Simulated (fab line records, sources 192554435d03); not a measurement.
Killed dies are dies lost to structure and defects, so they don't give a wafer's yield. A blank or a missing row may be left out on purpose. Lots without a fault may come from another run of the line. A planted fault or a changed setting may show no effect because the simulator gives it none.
Which tool did it? | flow n5_finfet | 10 lots, 28 wafers sampled, at 4 steps of a route of 1938

WHAT THE GAUGES READ, wafer by wafer
N5_PMOS_HMC_CHANNEL_EPI_INSPECT_11: inspects for defects (macro). Usual: raw_defect_count 2.1, standard deviation 1.5.
lot  | measured    | on                | raw_defect_count | flag
L757 | day 2 05:33 | defect_inspect-02 | 2 0 5            |
L760 | day 2 18:47 | defect_inspect-02 | 2 4 2            |
L764 | day 3 17:21 | defect_inspect-01 | 5 2 4            |
L765 | day 3 23:38 | defect_inspect-01 | 2 4              |
L766 | day 4 06:10 | defect_inspect-02 | 1 3 1            |
L767 | day 4 11:47 | defect_inspect-01 | 2 1 1            |
L770 | day 5 07:16 | defect_inspect-01 | 4 1 5            |
L777 | day 6 23:53 | defect_inspect-01 | 3 0 1            |
L778 | day 7 06:22 | defect_inspect-02 | 1 5              |
L779 | day 7 11:21 | defect_inspect-02 | 4 4 0            |

N5_FIN_SAQP_THK_MEAS_05. Usual: thk_nm 38.1 nm, standard deviation 0.51.
lot  | measured    | on            | thk_nm (nm)    | flag
L757 | day 2 09:44 | film_metro-01 | 37.7 37.7 38.5 |
L760 | day 2 22:27 | film_metro-02 | 38.5 38.4 39.1 |
L764 | day 3 20:49 | film_metro-01 | 37.3 38.3 38.4 |
L765 | day 4 03:04 | film_metro-01 | 37.6 38.5      |
L766 | day 4 10:57 | film_metro-02 | 38.0 37.4 38.3 |
L767 | day 4 18:53 | film_metro-01 | 45.9 45.7 47.0 | OFF
L770 | day 5 11:01 | film_metro-01 | 45.5 45.7 46.4 | OFF
L777 | day 7 05:13 | film_metro-02 | 37.6 37.4 38.3 |
L778 | day 7 10:46 | film_metro-02 | 38.0 38.7      |
L779 | day 7 16:05 | film_metro-01 | 38.2 37.8 39.1 |

WHICH TOOL RAN EACH LOT (tool, then ch and the chambers of the sampled wafers, then the start)
lot  | N5_PMOS_HMC_CHANNEL_EPI_HM_OPEN_15 | N5_FIN_SAQP_HM_DEP_03
L757 | rie_diel-02 ch 0,2, day 2 05:47    | pecvd-01 ch 0,2, day 2 09:39
L760 | rie_diel-05 ch 1,2,3, day 2 19:05  | pecvd-04 ch 0,2, day 2 22:22
L764 | rie_diel-02 ch 1,2, day 3 17:30    | pecvd-03 ch 0,2, day 3 20:44
L765 | rie_diel-02 ch 0,1, day 3 23:45    | pecvd-01 ch 1,2, day 4 02:58
L766 | rie_diel-04 ch 0,1,2, day 4 06:51  | pecvd-03 ch 0,1,2, day 4 10:52
L767 | rie_diel-04 ch 0,1, day 4 12:51    | pecvd-03 ch 0,1,2, day 4 18:48
L770 | rie_diel-04 ch 1,2,3, day 5 07:23  | pecvd-03 ch 0,1,2, day 5 10:56
L777 | rie_diel-05 ch 1,2,3, day 7 00:48  | pecvd-01 ch 1,2, day 7 05:08
L778 | rie_diel-05 ch 2,3, day 7 06:29    | pecvd-01 ch 0,1, day 7 10:41
L779 | rie_diel-05 ch 1,3, day 7 11:28    | pecvd-04 ch 1,2, day 7 16:00
- N5_PMOS_HMC_CHANNEL_EPI_HM_OPEN_15: chemistry CHF3/O2, target SiO2, target depth 40.6 nm, time 20.3 s.
- N5_FIN_SAQP_HM_DEP_03: deposits SiNx from SiH4/NH3/N2, target thk 38 nm, time 33.6 s.

WHAT THE TOOLS THEMSELVES READ (means of the sampled wafers that have a number; where no wafer has one, the mark that the record gives instead)
N5_PMOS_HMC_CHANNEL_EPI_HM_OPEN_15. Usual: drypump_motor_current_A 5.6 A, standard deviation 0.44; oes_ar_750_au 0.77 a.u., standard deviation 0.086; oes_product_au 0.76 a.u., standard deviation 0.09; rf_vpp_V 524 V, standard deviation 14; showerhead_plenum_p_Torr 2.41 Torr, standard deviation 0.081; throttle_valve_pct 18.95 %, standard deviation 0.27.
lot  | tool        | drypump_motor_current_A (A) | oes_ar_750_au (a.u.) | oes_product_au (a.u.) | rf_vpp_V (V) | showerhead_plenum_p_Torr (Torr) | throttle_valve_pct (%) | flag
L757 | rie_diel-02 | 5.8                         | 0.74                 | 0.74                  | 521          | 2.41                            | 19.19                  |
L760 | rie_diel-05 | 5.5                         | 0.71                 | 0.71                  | 516          | 2.36                            | 18.89                  |
L764 | rie_diel-02 | 5.8                         | 0.75                 | 0.74                  | 518          | 2.47                            | 19.15                  |
L765 | rie_diel-02 | 5.9                         | 0.76                 | 0.75                  | 526          | 2.46                            | 19.05                  |
L766 | rie_diel-04 | 5.5                         | 0.75                 | 0.75                  | 526          | 2.35                            | 18.87                  |
L767 | rie_diel-04 | 5.9                         | 0.69                 | 0.70                  | 539          | 2.31                            | 19.01                  |
L770 | rie_diel-04 | 5.4                         | 0.83                 | 0.84                  | 524          | 2.42                            | 18.85                  |
L777 | rie_diel-05 | 5.5                         | 0.78                 | 0.79                  | 515          | 2.35                            | 18.80                  |
L778 | rie_diel-05 | 5.5                         | 0.83                 | 0.82                  | 514          | 2.35                            | 18.80                  |
L779 | rie_diel-05 | 5.4                         | 0.69                 | 0.69                  | 518          | 2.35                            | 18.99                  |

N5_FIN_SAQP_HM_DEP_03. Usual: heater_power_w 815 W, standard deviation 110; showerhead_plenum_p_Torr 5.18 Torr, standard deviation 0.053; throttle_valve_pct 39.4 %, standard deviation 2.7.
lot  | tool     | heater_power_w (W) | showerhead_plenum_p_Torr (Torr) | throttle_valve_pct (%) | flag
L757 | pecvd-01 | 854                | 5.09                            | 39.1                   |
L760 | pecvd-04 | 749                | 5.18                            | 39.4                   |
L764 | pecvd-03 | 933                | 5.19                            | 37.3                   |
L765 | pecvd-01 | 912                | 5.16                            | 38.7                   |
L766 | pecvd-03 | 874                | 5.19                            | 37.6                   |
L767 | pecvd-03 | 877                | 5.19                            | 37.6                   |
L770 | pecvd-03 | 930                | 5.19                            | 37.7                   |
L777 | pecvd-01 | 891                | 5.15                            | 38.9                   |
L778 | pecvd-01 | 762                | 5.12                            | 39.7                   |
L779 | pecvd-04 | 728                | 5.17                            | 40.9                   |

THE ANSWER, worked out from the rows above alone
Rule: a lot is off if the mean of its wafers that have a number lies more than 3 standard deviations from the usual mean. A lot without any number at a reading at which 4 lots or more have one is off too. The other lots that the step has rows for count as sound. The gauges are gone through in route order, then the tools' own readings, and for those a lot's mean is taken as printed above. The first step at which some lot is off is used, and at that step the reading that is off furthest; a lot without a number counts as furthest.
Off: L767, L770, at N5_FIN_SAQP_THK_MEAS_05 (thk_nm).
A tool fits if, at a process step before that reading, it ran every lot that is off, and no sound lot after the first of them. The gauges at N5_FIN_SAQP_THK_MEAS_05 are tried like those tools. Can't be told from this: 2 tools fit, rie_diel-04 at N5_PMOS_HMC_CHANNEL_EPI_HM_OPEN_15, pecvd-03 at N5_FIN_SAQP_HM_DEP_03.

WHAT THE SIMULATOR HAD PUT IN
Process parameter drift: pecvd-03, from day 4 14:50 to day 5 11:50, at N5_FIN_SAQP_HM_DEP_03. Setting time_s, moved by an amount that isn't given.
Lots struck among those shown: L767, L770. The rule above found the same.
